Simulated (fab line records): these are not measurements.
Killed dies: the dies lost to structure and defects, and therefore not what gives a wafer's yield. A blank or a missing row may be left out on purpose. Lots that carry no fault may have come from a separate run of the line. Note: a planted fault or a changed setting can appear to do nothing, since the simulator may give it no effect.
fab line records	flow nand-harc
record: lots: 6	wafers: 18	last-day: 34
route steps=1302 shown A_DECK1_JOINT@535 A_ONON_D2@545 END@1302
lots that met no fault: taken from a fault-free run of the same line
start-h: hours from the record's first day to the start of the lot's first wafer shown	wait-h: how many hours have passed since the lot's step before this one	" unchanged from the row above	L1.1+2: several wafers, shown together as one row	- either no value or no given start	* or withheld: withheld	< > ~ a bound
route shown NAME@n: names a module that has steps shown in the file, with the first one's number in the route	usual: mean and standard deviation over wafers with no fault	same: alike in all rows	chamber/n: place in a boat	sites: the reading at each site	_std_site: the standard deviation of these	_edge_site: outer sites' mean less inner sites'	radius-mm: how far each site lies from the wafer's centre	mask NAME#n: copy n	behind: the tool/chamber that last shaped the wafer	hold: reason for holding the lot/hours on hold/outcome of the hold	device: the n, p or np transistor that did not switch	end of line: tests of these same wafers at the route's end	for a step that has no rows: nothing shown but its recipe	killed: not the wafer's yield, but the dies lost to structure and defects at the first sort	map: dies across one wafer; x = killed, . = not, _ = none there
set.NAME: the run value of the setting; set.NAME@STEP: its run value at that earlier step	model.NAME: the simulator's own value behind a step, which no gauge read
lots seen at some steps along the route; tables by step, rows by wafer
services: the hour from which a tool's chamber was out of use, counted from the record's first day as start-h (under 0 if before that day), plus the number of hours and why
== steps ==
step: NHARC_A_DECK1_JOINT_CURE_26
recipe: temp-c: 150	time-s: 32	pressure-atm: 0.395
step: NHARC_A_DECK1_JOINT_ANNEAL_27
recipe: temp-c: 400	time-s: 3600	idle-temp-c: 300	ramp-up-c-per-min: 10	densification-p-h2o-torr: 640
step: NHARC_A_DECK1_JOINT_ANNEAL_28
recipe: temp-c: 500	time-s: 1800	idle-temp-c: 400	ramp-up-c-per-min: 10	densification-p-h2o-torr: 640
step: NHARC_A_DECK1_JOINT_ANNEAL_29
recipe: temp-c: 750	time-s: 1800	idle-temp-c: 500	ramp-up-c-per-min: 10	ramp-down-c-per-min: 3
step: NHARC_A_DECK1_JOINT_CMP_02
recipe: material: SiOx
usual: edge-zone-pressure-frac: 1.001/0.0049	motor-current-A: 11.8/0.91	slurry-filter-dp-kPa: 13.50/0.13
lot.wafer	tool	chamber	start-h	wait-h	edge-zone-pressure-frac	motor-current-A	slurry-filter-dp-kPa
L553.4	cmp-03	3	279.99	0.4	1.009	11.6	13.48
L553.1	"	0	"	"	0.997	13.2	13.65
L553.6	"	3	"	"	1.005	12.3	13.63
L558.3	cmp-03	3	326.68	0.4	0.997	12.3	13.54
L558.6	"	2	"	"	1.008	10.5	13.58
L558.5	"	3	"	"	0.991	11.7	13.43
L562.4	cmp-02	0	359.88	0.4	1.003	10.8	13.45
L562.2	"	3	"	"	0.995	12.7	13.44
L562.6	"	1	"	"	1.008	13.1	13.37
L564.2	cmp-04	0	392.19	0.4	1.005	12.6	13.65
L564.3	"	1	"	"	1.001	11.0	13.58
L564.4	"	2	"	"	1.001	11.3	13.54
L572.2	cmp-02	0	467.35	0.4	1.001	11.3	13.66
L572.6	"	3	"	"	1.010	12.6	13.53
L572.5	"	0	"	"	1.006	11.5	13.53
L573.2	cmp-03	0	495.20	0.4	0.998	13.6	13.61
L573.1	"	1	"	"	0.994	12.1	13.60
L573.5	"	0	"	"	1.000	13.4	13.53
step: NHARC_A_DECK1_JOINT_SRD_15
step: NHARC_A_DECK1_JOINT_DEP_16
recipe: target-thk-a: 450	temp-c: 400	pressure-torr: 6.5	rf-w: 900	teos-flow-sccm: 161.4	flow-sccm: 2650	target-thk-nm: 45	gas: O2	material: SiO2
usual: heater-power-w: 530/120	throttle-valve-pct: 16.0/0.57
lot.wafer	tool	chamber	start-h	wait-h	heater-power-w	throttle-valve-pct
L553.1	pecvd-03	2	280.55	0.3	445	15.2
L553.4	"	1	"	"	659	16.5
L553.6	"	2	"	"	441	15.4
L558.3	pecvd-04	1	327.10	0.1	663	15.2
L558.5	"	2	"	"	381	17.1
L558.6	"	0	"	"	627	17.0
L562.2	pecvd-01	0	360.29	0.1	608	15.2
L562.6	"	2	"	"	500	15.5
L562.4	"	0	"	"	595	15.2
L564.2	pecvd-03	2	392.58	0.1	384	15.5
L564.3	"	0	"	"	442	15.8
L564.4	"	2	"	"	380	15.4
L572.2	pecvd-01	1	467.77	0.1	646	16.1
L572.6	"	2	"	"	451	15.9
L572.5	"	0	"	"	596	15.7
L573.1	pecvd-03	0	495.59	0.1	396	16.2
L573.2	"	1	"	"	594	16.7
L573.5	"	0	"	"	399	15.9
step: NHARC_A_DECK1_JOINT_THK_MEAS_17
recipe: thk-meas-gauge: ellipsometry
usual: thk-nm: 45.1/1.1
lot.wafer	tool	chamber	start-h	wait-h	thk-nm
L553.1	film-metro-02	-	280.80	0.2	44.6
L553.4	"	-	"	"	44.1
L553.6	"	-	"	"	45.1
L558.3	film-metro-01	-	327.35	0.2	43.9
L558.5	"	-	"	"	45.4
L558.6	"	-	"	"	44.7
L562.2	film-metro-02	-	360.54	0.2	46.4
L562.4	"	-	"	"	46.3
L562.6	"	-	"	"	45.4
L564.2	film-metro-02	-	392.86	0.3	45.6
L564.3	"	-	"	"	45.2
L564.4	"	-	"	"	47.0
L572.2	film-metro-01	-	468.00	0.2	45.8
L572.5	"	-	"	"	43.8
L572.6	"	-	"	"	44.5
L573.1	film-metro-02	-	495.87	0.3	44.6
L573.2	"	-	"	"	44.5
L573.5	"	-	"	"	45.5
step: NHARC_A_DECK1_JOINT_INSPECT_05
usual: raw-defect-count: 315/130
lot.wafer	tool	chamber	start-h	wait-h	raw-defect-count
L553.1	defect-inspect-01	-	280.84	0.0	232
L553.4	"	-	"	"	152
L553.6	"	-	"	"	173
L558.3	defect-inspect-02	-	327.39	0.0	177
L558.5	"	-	"	"	410
L558.6	"	-	"	"	296
L562.2	defect-inspect-02	-	360.58	0.0	429
L562.4	"	-	"	"	483
L562.6	"	-	"	"	409
L564.2	defect-inspect-02	-	392.90	0.0	205
L564.3	"	-	"	"	260
L564.4	"	-	"	"	283
L572.2	defect-inspect-01	-	468.03	0.0	491
L572.5	"	-	"	"	722
L572.6	"	-	"	"	536
L573.1	defect-inspect-01	-	495.91	0.0	252
L573.2	"	-	"	"	244
L573.5	"	-	"	"	365
step: NHARC_A_ONON_D2_DEP_00
recipe: target-thk-a: 10000	n2-flow-sccm: 2750	n2o-flow-sccm: 2000	nh3-flow-sccm: 500	sih4-flow-sccm: 210	temp-c: 400
step: NHARC_A_ONON_D2_THK_MEAS_02
recipe: thk-meas-gauge: ellipsometry
usual: thk-nm: 998/12
lot.wafer	tool	chamber	start-h	wait-h	thk-nm
L553.1	film-metro-01	-	281.41	-	977
L553.4	"	-	"	"	978
L553.6	"	-	"	"	978
L558.3	film-metro-02	-	327.96	-	1000
L558.5	"	-	"	"	1001
L558.6	"	-	"	"	1001
L562.2	film-metro-01	-	361.22	-	994
L562.4	"	-	"	"	997
L562.6	"	-	"	"	994
L564.2	film-metro-02	-	393.47	-	995
L564.3	"	-	"	"	994
L564.4	"	-	"	"	991
L572.2	film-metro-01	-	468.61	-	1016
L572.5	"	-	"	"	1016
L572.6	"	-	"	"	1014
L573.1	film-metro-01	-	496.49	-	999
L573.2	"	-	"	"	999
L573.5	"	-	"	"	999
step: NHARC_A_ONON_D2_DEP_03
recipe: target-thk-a: 10000	n2-flow-sccm: 2750	n2o-flow-sccm: 2000	nh3-flow-sccm: 500	sih4-flow-sccm: 210	temp-c: 400
lot.wafer	tool	chamber	start-h	wait-h
L553.1+4+6	pecvd-onon-04	0	281.47	0.1
L558.3+5+6	pecvd-onon-01	0	328.13	0.2
L562.2+4+6	pecvd-onon-01	0	361.34	0.1
L564.2+3+4	pecvd-onon-01	0	393.59	0.1
L572.2+5+6	pecvd-onon-04	0	468.73	0.1
L573.1+2+5	pecvd-onon-04	0	496.54	0.1
step: NHARC_A_ONON_D2_THK_MEAS_05
recipe: thk-meas-gauge: ellipsometry
usual: thk-nm: 1001/8.4
lot.wafer	tool	chamber	start-h	wait-h	thk-nm
L553.1	film-metro-01	-	281.98	-	997
L553.4	"	-	"	"	999
L553.6	"	-	"	"	999
L558.3	film-metro-01	-	328.53	-	1017
L558.5	"	-	"	"	1016
L558.6	"	-	"	"	1017
L562.2	film-metro-02	-	361.79	-	988
L562.4	"	-	"	"	989
L562.6	"	-	"	"	990
L564.2	film-metro-01	-	394.04	-	991
L564.3	"	-	"	"	992
L564.4	"	-	"	"	994
L572.2	film-metro-01	-	469.17	-	1650
L572.5	"	-	"	"	1652
L572.6	"	-	"	"	1650
L573.1	film-metro-01	-	497.06	-	1654
L573.2	"	-	"	"	1655
L573.5	"	-	"	"	1653
step: NHARC_A_ONON_D2_DEP_06
recipe: target-thk-a: 10000	n2-flow-sccm: 2750	n2o-flow-sccm: 2000	nh3-flow-sccm: 500	sih4-flow-sccm: 210	temp-c: 400
step: NHARC_END_SORT_01
recipe: temp-c: 25
usual: killed-at-array: 41/10	killed-at-other: 0.8/0.91	killed-at-periphery: 4.2/2.9	killed-dies: 46/10	killed-open: 3.5/2.1	killed-short: 2.5/1.6
same: gross-dies: 677
lot.wafer	tool	chamber	start-h	wait-h	killed-at-array	killed-at-other	killed-at-periphery	killed-dies	killed-open	killed-short
L572.2	prober-02	0	740.34	2.8	671	2	4	677	3	3
L572.5	prober-02	0	742.74	3.7	673	1	3	677	2	4
L572.6	prober-02	0	743.54	4.0	672	1	4	677	2	1
L573.1	prober-01	0	803.09	2.5	667	1	9	677	2	1
L573.2	prober-01	0	803.89	2.8	672	2	3	677	4	2
L573.5	prober-01	0	806.27	3.7	665	1	11	677	1	2
killed by level:class
L572.2 A_ONON_D2:area-dep=630 A_CHANNEL_HOLE_D2:chamber-film-flake=11 A_CHANNEL_HOLE_D1:chamber-film-flake=10 A_STAIRCASE:chamber-film-flake=5 A_SLIT:chamber-film-flake=5 A_CONTACT:chamber-film-flake=5 A_ONON_D1:geometric-particle:short=2 P_GATE:chamber-film-flake=2
L572.5 A_ONON_D2:area-dep=637 A_CHANNEL_HOLE_D2:chamber-film-flake=10 A_CONTACT:chamber-film-flake=9 A_CHANNEL_HOLE_D1:chamber-film-flake=4 A_SLIT:chamber-film-flake=4 P_GATE:chamber-film-flake=2 A_STAIRCASE:chamber-film-flake=2 P_M0:geometric-particle:open=1
L572.6 A_ONON_D2:area-dep=644 A_CONTACT:chamber-film-flake=8 A_CHANNEL_HOLE_D2:chamber-film-flake=7 A_SLIT:chamber-film-flake=4 A_CHANNEL_HOLE_D1:chamber-film-flake=3 A_STAIRCASE:chamber-film-flake=3 P_GATE:chamber-film-flake=2 P_CONTACT:geometric-particle:open=1
L573.1 A_ONON_D2:area-dep=635 A_CONTACT:chamber-film-flake=9 A_SLIT:chamber-film-flake=8 A_CHANNEL_HOLE_D1:chamber-film-flake=7 P_CONTACT:chamber-film-flake=6 P_GATE:chamber-film-flake=2 A_STAIRCASE:chamber-film-flake=2 A_CHANNEL_FILL_D1:geometric-particle:open=1
L573.2 A_ONON_D2:area-dep=629 A_SLIT:chamber-film-flake=23 A_CONTACT:chamber-film-flake=6 A_CHANNEL_HOLE_D1:chamber-film-flake=4 P_CONTACT:chamber-film-flake=3 A_STAIRCASE:chamber-film-flake=2 THIN_TSV:chamber-film-flake=2 A_CHANNEL_HOLE_D1:geometric-particle:short=1
L573.5 A_ONON_D2:area-dep=627 A_CONTACT:chamber-film-flake=11 A_SLIT:chamber-film-flake=10 A_CHANNEL_HOLE_D1:chamber-film-flake=8 P_CONTACT:chamber-film-flake=5 P_ZERO_WELL:chamber-film-flake=4 A_CHANNEL_HOLE_D2:chamber-film-flake=4 P_CONTACT:geometric-particle:open=1
map L572.2 (x killed, . not)
____________x____________
_________xxxxxxx_________
_______xxxxxxxxxxx_______
______xxxxxxxxxxxxx______
_____xxxxxxxxxxxxxxx_____
____xxxxxxxxxxxxxxxxx____
____xxxxxxxxxxxxxxxxx____
___xxxxxxxxxxxxxxxxxxx___
___xxxxxxxxxxxxxxxxxxx___
__xxxxxxxxxxxxxxxxxxxxx__
__xxxxxxxxxxxxxxxxxxxxx__
_xxxxxxxxxxxxxxxxxxxxxxx_
_xxxxxxxxxxxxxxxxxxxxxxx_
_xxxxxxxxxxxxxxxxxxxxxxx_
_xxxxxxxxxxxxxxxxxxxxxxx_
_xxxxxxxxxxxxxxxxxxxxxxx_
xxxxxxxxxxxxxxxxxxxxxxxxx
xxxxxxxxxxxxxxxxxxxxxxxxx
xxxxxxxxxxxxxxxxxxxxxxxxx
xxxxxxxxxxxxxxxxxxxxxxxxx
xxxxxxxxxxxxxxxxxxxxxxxxx
_xxxxxxxxxxxxxxxxxxxxxxx_
_xxxxxxxxxxxxxxxxxxxxxxx_
_xxxxxxxxxxxxxxxxxxxxxxx_
_xxxxxxxxxxxxxxxxxxxxxxx_
_xxxxxxxxxxxxxxxxxxxxxxx_
__xxxxxxxxxxxxxxxxxxxxx__
__xxxxxxxxxxxxxxxxxxxxx__
___xxxxxxxxxxxxxxxxxxx___
___xxxxxxxxxxxxxxxxxxx___
____xxxxxxxxxxxxxxxxx____
____xxxxxxxxxxxxxxxxx____
_____xxxxxxxxxxxxxxx_____
______xxxxxxxxxxxxx______
_______xxxxxxxxxxx_______
_________xxxxxxx_________
____________x____________
map L573.1 (x killed, . not)
____________x____________
_________xxxxxxx_________
_______xxxxxxxxxxx_______
______xxxxxxxxxxxxx______
_____xxxxxxxxxxxxxxx_____
____xxxxxxxxxxxxxxxxx____
____xxxxxxxxxxxxxxxxx____
___xxxxxxxxxxxxxxxxxxx___
___xxxxxxxxxxxxxxxxxxx___
__xxxxxxxxxxxxxxxxxxxxx__
__xxxxxxxxxxxxxxxxxxxxx__
_xxxxxxxxxxxxxxxxxxxxxxx_
_xxxxxxxxxxxxxxxxxxxxxxx_
_xxxxxxxxxxxxxxxxxxxxxxx_
_xxxxxxxxxxxxxxxxxxxxxxx_
_xxxxxxxxxxxxxxxxxxxxxxx_
xxxxxxxxxxxxxxxxxxxxxxxxx
xxxxxxxxxxxxxxxxxxxxxxxxx
xxxxxxxxxxxxxxxxxxxxxxxxx
xxxxxxxxxxxxxxxxxxxxxxxxx
xxxxxxxxxxxxxxxxxxxxxxxxx
_xxxxxxxxxxxxxxxxxxxxxxx_
_xxxxxxxxxxxxxxxxxxxxxxx_
_xxxxxxxxxxxxxxxxxxxxxxx_
_xxxxxxxxxxxxxxxxxxxxxxx_
_xxxxxxxxxxxxxxxxxxxxxxx_
__xxxxxxxxxxxxxxxxxxxxx__
__xxxxxxxxxxxxxxxxxxxxx__
___xxxxxxxxxxxxxxxxxxx___
___xxxxxxxxxxxxxxxxxxx___
____xxxxxxxxxxxxxxxxx____
____xxxxxxxxxxxxxxxxx____
_____xxxxxxxxxxxxxxx_____
______xxxxxxxxxxxxx______
_______xxxxxxxxxxx_______
_________xxxxxxx_________
____________x____________
== services ==
tool	chamber	start-h	hours	kind
cmp-03	-	256.67	1.6	repair
cmp-03	-	260.00	4.0	pm
cmp-04	-	263.36	1.0	repair
pecvd-onon-01	-	267.05	3.5	repair
pecvd-04	-	269.12	13.0	pm
cmp-03	-	282.58	1.6	repair
pecvd-onon-01	-	287.94	5.8	repair
pecvd-01	-	311.15	13.0	pm
pecvd-03	0	315.61	6.5	repair
pecvd-onon-04	-	316.48	13.0	pm
cmp-02	-	339.70	4.0	pm
cmp-03	-	344.63	0.7	repair
cmp-03	-	358.00	4.0	pm
pecvd-03	-	366.14	13.0	pm
pecvd-01	2	380.34	5.8	repair
cmp-02	-	405.76	0.5	repair
cmp-03	-	411.92	0.5	repair
cmp-02	-	432.12	1.3	repair
pecvd-03	1	432.58	18.5	repair
cmp-02	-	437.70	4.0	pm
cmp-02	-	446.95	2.0	repair
pecvd-onon-01	-	451.64	13.0	pm
cmp-03	-	456.00	4.0	pm
pecvd-01	-	492.22	13.0	pm
== key ==
first-sign: step: NHARC_A_ONON_D2_THK_MEAS_05	reading: thk-nm	direction: up	sigmas: 78	usual: 1001	struck: 1652
effect: step: NHARC_END_SORT_01	reading: killed-dies	direction: up	sigmas: 63	usual: 46	struck: 677
more-kills-born-at: NHARC_A_ONON_D2_DEP_03@pecvd-onon-04: 3802
met-at NHARC_A_ONON_D2_DEP_03
struck-wafers L572.2,L572.5,L572.6,L573.1,L573.2,L573.5
later-rows-left-out L572.2,L572.5,L572.6,L573.1,L573.2,L573.5
tester-left-out L572,L573
onset-between 281.47 468.73
also-fits time
fault: kind: process-parameter-drift	tool: pecvd-onon-04	chamber: 0	onset-h: 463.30	steps: NHARC_A_ONON_D2_DEP_03	channel: target-thk-a	offset: *	shape: step	end-h: 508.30	acts-in: *	stated: *
tester-left-out: of these lots the tester's yield and bins aren't shown, on N5 and GAA mostly nor the transistor test; their killed dies are dies lost to structure and defects alone, not to doping, threshold or leakage, so they don't give the yield
later-rows-left-out: the simulator's readings of these wafers behind a module that went badly wrong aren't trusted and aren't shown, but for the sort
